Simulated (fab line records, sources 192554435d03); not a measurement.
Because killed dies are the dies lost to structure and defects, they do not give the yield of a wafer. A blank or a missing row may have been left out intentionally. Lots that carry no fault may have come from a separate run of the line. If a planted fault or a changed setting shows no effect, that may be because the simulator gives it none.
Split-lot study / flow n5_finfet / 7 lots, 39 wafers read, on a route of 1938 steps

## ABOUT THE SPLIT
At N5_MOL_CONTACT_COAG_ETCHBACK_136 (etches SiO2 in CHF3, target depth 25 nm, time 16.7 s), the setting target_depth_a was moved away from the recipe's 250 angstrom on 15 of the 39 wafers read, by -6.6% to +13.2%. For the rest of the wafers, this setting stayed at what the recipe calls for.

## SPLIT TO READING: what lies between them in the file, 1 step
- N5_MOL_CONTACT_COAG_STRIP_120: strips in CHF3

## THE READING
MOL_CONTACT_COAG.feature_depth_nm (the simulator's own value, which no gauge read), in nm, at N5_MOL_CONTACT_COAG_VIA_ETCH_117 (etches SiO2 in C4F6/O2, target depth 40 nm, overetch 8 nm, time 26 s). The file gives no usual value for it. Here, 24 wafers ran the recipe; their average is 40.2 nm with a standard deviation of 0.54 nm.

wafer=L075.1; tool, chamber at the split=rie_diel-05, 3,1,0; target_depth_a as run, angstrom=237.1; against the recipe=-5.2%; MOL_CONTACT_COAG.feature_depth_nm, nm=42; against lot-mates on the recipe=+1.5
wafer=L075.2; tool, chamber at the split=rie_diel-05, 1,2,0; target_depth_a as run, angstrom=250; against the recipe=recipe; MOL_CONTACT_COAG.feature_depth_nm, nm=40.4; against lot-mates on the recipe=-
wafer=L075.3; tool, chamber at the split=rie_diel-05, 1,2,0; target_depth_a as run, angstrom=250; against the recipe=recipe; MOL_CONTACT_COAG.feature_depth_nm, nm=40.6; against lot-mates on the recipe=-
wafer=L075.4; tool, chamber at the split=rie_diel-05, 1,2,0; target_depth_a as run, angstrom=250; against the recipe=recipe; MOL_CONTACT_COAG.feature_depth_nm, nm=40.6; against lot-mates on the recipe=-
wafer=L075.5; tool, chamber at the split=rie_diel-05, 3,1,0; target_depth_a as run, angstrom=237.1; against the recipe=-5.2%; MOL_CONTACT_COAG.feature_depth_nm, nm=41.8; against lot-mates on the recipe=+1.3
wafer=L075.6; tool, chamber at the split=rie_diel-05, 3,1,0; target_depth_a as run, angstrom=237.1; against the recipe=-5.2%; MOL_CONTACT_COAG.feature_depth_nm, nm=42.2; against lot-mates on the recipe=+1.7
wafer=L077.1; tool, chamber at the split=rie_diel-05, 1,3,2,0,0; target_depth_a as run, angstrom=250; against the recipe=recipe; MOL_CONTACT_COAG.feature_depth_nm, nm=40.2; against lot-mates on the recipe=-
wafer=L077.2; tool, chamber at the split=rie_diel-05, 1,3,2,0,0; target_depth_a as run, angstrom=250; against the recipe=recipe; MOL_CONTACT_COAG.feature_depth_nm, nm=40.4; against lot-mates on the recipe=-
wafer=L077.3; tool, chamber at the split=rie_diel-05, 1,3,2,0,0; target_depth_a as run, angstrom=250; against the recipe=recipe; MOL_CONTACT_COAG.feature_depth_nm, nm=40.6; against lot-mates on the recipe=-
wafer=L077.4; tool, chamber at the split=rie_diel-05, 1,3,2,0,0; target_depth_a as run, angstrom=250; against the recipe=recipe; MOL_CONTACT_COAG.feature_depth_nm, nm=40.8; against lot-mates on the recipe=-
wafer=L077.5; tool, chamber at the split=rie_diel-05, 3; target_depth_a as run, angstrom=250; against the recipe=recipe; MOL_CONTACT_COAG.feature_depth_nm, nm=40.4; against lot-mates on the recipe=-
wafer=L077.6; tool, chamber at the split=rie_diel-05, 1,3,2,0,0; target_depth_a as run, angstrom=250; against the recipe=recipe; MOL_CONTACT_COAG.feature_depth_nm, nm=40.6; against lot-mates on the recipe=-
wafer=L084.2; tool, chamber at the split=rie_diel-03, 0,1; target_depth_a as run, angstrom=250; against the recipe=recipe; MOL_CONTACT_COAG.feature_depth_nm, nm=40; against lot-mates on the recipe=-
wafer=L084.3; tool, chamber at the split=rie_diel-03, 3; target_depth_a as run, angstrom=250; against the recipe=recipe; MOL_CONTACT_COAG.feature_depth_nm, nm=39; against lot-mates on the recipe=-
wafer=L084.4; tool, chamber at the split=rie_diel-03, 0,1; target_depth_a as run, angstrom=250; against the recipe=recipe; MOL_CONTACT_COAG.feature_depth_nm, nm=39; against lot-mates on the recipe=-
wafer=L087.1; tool, chamber at the split=rie_diel-03, 0,2,2; target_depth_a as run, angstrom=250; against the recipe=recipe; MOL_CONTACT_COAG.feature_depth_nm, nm=40.2; against lot-mates on the recipe=-
wafer=L087.2; tool, chamber at the split=rie_diel-03, 1,3,1; target_depth_a as run, angstrom=263.6; against the recipe=+5.4%; MOL_CONTACT_COAG.feature_depth_nm, nm=38.2; against lot-mates on the recipe=-2.0
wafer=L087.3; tool, chamber at the split=rie_diel-03, 1,3,1; target_depth_a as run, angstrom=263.6; against the recipe=+5.4%; MOL_CONTACT_COAG.feature_depth_nm, nm=37.8; against lot-mates on the recipe=-2.4
wafer=L087.4; tool, chamber at the split=rie_diel-03, 0,2,2; target_depth_a as run, angstrom=250; against the recipe=recipe; MOL_CONTACT_COAG.feature_depth_nm, nm=40.2; against lot-mates on the recipe=-
wafer=L087.5; tool, chamber at the split=rie_diel-03, 1,3,1; target_depth_a as run, angstrom=263.6; against the recipe=+5.4%; MOL_CONTACT_COAG.feature_depth_nm, nm=38; against lot-mates on the recipe=-2.2
wafer=L087.6; tool, chamber at the split=rie_diel-03, 0,2,2; target_depth_a as run, angstrom=250; against the recipe=recipe; MOL_CONTACT_COAG.feature_depth_nm, nm=40.2; against lot-mates on the recipe=-
wafer=L089.1; tool, chamber at the split=rie_diel-04, 3; target_depth_a as run, angstrom=283; against the recipe=+13.2%; MOL_CONTACT_COAG.feature_depth_nm, nm=37.2; against lot-mates on the recipe=-3.3
wafer=L089.2; tool, chamber at the split=rie_diel-04, 1,2,0; target_depth_a as run, angstrom=250; against the recipe=recipe; MOL_CONTACT_COAG.feature_depth_nm, nm=40.2; against lot-mates on the recipe=-
wafer=L089.3; tool, chamber at the split=rie_diel-04, 1,2,0; target_depth_a as run, angstrom=250; against the recipe=recipe; MOL_CONTACT_COAG.feature_depth_nm, nm=40.4; against lot-mates on the recipe=-
wafer=L089.4; tool, chamber at the split=rie_diel-04, 0,1; target_depth_a as run, angstrom=283; against the recipe=+13.2%; MOL_CONTACT_COAG.feature_depth_nm, nm=37.8; against lot-mates on the recipe=-2.7
wafer=L089.5; tool, chamber at the split=rie_diel-04, 0,1; target_depth_a as run, angstrom=283; against the recipe=+13.2%; MOL_CONTACT_COAG.feature_depth_nm, nm=37.2; against lot-mates on the recipe=-3.3
wafer=L089.6; tool, chamber at the split=rie_diel-04, 1,2,0; target_depth_a as run, angstrom=250; against the recipe=recipe; MOL_CONTACT_COAG.feature_depth_nm, nm=41; against lot-mates on the recipe=-
wafer=L091.1; tool, chamber at the split=rie_diel-03, 0,2; target_depth_a as run, angstrom=235.2; against the recipe=-5.9%; MOL_CONTACT_COAG.feature_depth_nm, nm=41.8; against lot-mates on the recipe=+2.1
wafer=L091.2; tool, chamber at the split=rie_diel-03, 0,2; target_depth_a as run, angstrom=235.2; against the recipe=-5.9%; MOL_CONTACT_COAG.feature_depth_nm, nm=42; against lot-mates on the recipe=+2.3
wafer=L091.3; tool, chamber at the split=rie_diel-03, 1,3,2; target_depth_a as run, angstrom=250; against the recipe=recipe; MOL_CONTACT_COAG.feature_depth_nm, nm=39.2; against lot-mates on the recipe=-
wafer=L091.4; tool, chamber at the split=rie_diel-03, 1,3,2; target_depth_a as run, angstrom=250; against the recipe=recipe; MOL_CONTACT_COAG.feature_depth_nm, nm=39.4; against lot-mates on the recipe=-
wafer=L091.5; tool, chamber at the split=rie_diel-03, 1,3,2; target_depth_a as run, angstrom=250; against the recipe=recipe; MOL_CONTACT_COAG.feature_depth_nm, nm=40.6; against lot-mates on the recipe=-
wafer=L091.6; tool, chamber at the split=rie_diel-03, 1; target_depth_a as run, angstrom=235.2; against the recipe=-5.9%; MOL_CONTACT_COAG.feature_depth_nm, nm=40.8; against lot-mates on the recipe=+1.1
wafer=L092.1; tool, chamber at the split=rie_diel-05, 1; target_depth_a as run, angstrom=233.6; against the recipe=-6.6%; MOL_CONTACT_COAG.feature_depth_nm, nm=42.2; against lot-mates on the recipe=+1.6
wafer=L092.2; tool, chamber at the split=rie_diel-05, 3; target_depth_a as run, angstrom=233.6; against the recipe=-6.6%; MOL_CONTACT_COAG.feature_depth_nm, nm=42.2; against lot-mates on the recipe=+1.6
wafer=L092.3; tool, chamber at the split=rie_diel-05, 0; target_depth_a as run, angstrom=250; against the recipe=recipe; MOL_CONTACT_COAG.feature_depth_nm, nm=40.8; against lot-mates on the recipe=-
wafer=L092.4; tool, chamber at the split=rie_diel-05, 0; target_depth_a as run, angstrom=250; against the recipe=recipe; MOL_CONTACT_COAG.feature_depth_nm, nm=40.6; against lot-mates on the recipe=-
wafer=L092.5; tool, chamber at the split=rie_diel-05, 1; target_depth_a as run, angstrom=233.6; against the recipe=-6.6%; MOL_CONTACT_COAG.feature_depth_nm, nm=42.2; against lot-mates on the recipe=+1.6
wafer=L092.6; tool, chamber at the split=rie_diel-05, 3; target_depth_a as run, angstrom=250; against the recipe=recipe; MOL_CONTACT_COAG.feature_depth_nm, nm=40.4; against lot-mates on the recipe=-
Rows listing several chambers each stand for several wafers; the file does not say which wafer went through which chamber.

THE FIT
A straight line over all 39 wafers: MOL_CONTACT_COAG.feature_depth_nm changes by -0.257 nm for each +1% of target_depth_a; r = -0.91; the points scatter about the line by 0.58 nm.
The same after taking each lot's own level away (the mean of its wafers on the recipe; 39 wafers): -0.266 nm for each +1%; r = -0.96; scatter 0.41 nm.
That fit puts the effect of the largest move of target_depth_a on the reading at 3.5 nm.
Measured against the standard deviation above, the lots' own levels, which go from 39.33 to 40.60 nm, span 2.3 times it.
Consequently the slope shifts little with the lot-to-lot level, the two slopes agreeing.
Check: for one of the wafers moved furthest among these (+13.2%), held out of the fit, the line's prediction against its lot-mates is -3.58 nm. Against them it came out at -3.33 nm.

## THESE WAFERS: OTHER SPLITS
Note: prior to the reading, these wafers also went through further splits. Each is held against what the fit with the lots' levels taken away leaves over:
other split on the same wafers=N5_DUMMY_GATE_ETCH_37 source_w; wafers away from the commonest value=12; r with MOL_CONTACT_COAG.feature_depth_nm (lot level and that fit taken away)=-0.31
other split on the same wafers=N5_DUMMY_GATE_ETCH_32 time_s; wafers away from the commonest value=15; r with MOL_CONTACT_COAG.feature_depth_nm (lot level and that fit taken away)=-0.47

## THE WHOLE CHAIN: every reading that the file lists as answering this split, in the file's order
step=N5_MOL_CONTACT_COAG_ETCHBACK_136; what it does=etches SiO2 in CHF3, target depth 25 nm, time 16.7 s; reading=SOC_of_MOL_CONTACT_COAG_COAT_62.thk_nm (the simulator's own value, which no gauge read); change (the file's fit)=-0.0336 nm for each +1% of the setting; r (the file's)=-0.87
step=N5_MOL_CONTACT_COAG_VIA_ETCH_117; what it does=etches SiO2 in C4F6/O2, target depth 40 nm, overetch 8 nm, time 26 s; reading=etch.depth_nm (the simulator's own value, which no gauge read); change (the file's fit)=-0.264 nm for each +1% of the setting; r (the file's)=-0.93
step=N5_MOL_CONTACT_COAG_VIA_ETCH_117; what it does=etches SiO2 in C4F6/O2, target depth 40 nm, overetch 8 nm, time 26 s; reading=MOL_CONTACT_COAG.feature_depth_nm (the simulator's own value, which no gauge read); change (the file's fit)=-0.266 nm for each +1% of the setting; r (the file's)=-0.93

## THE FILE'S OWN FIT
MOL_CONTACT_COAG.feature_depth_nm changes by -0.266 nm for each +1% of target_depth_a, r = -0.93.
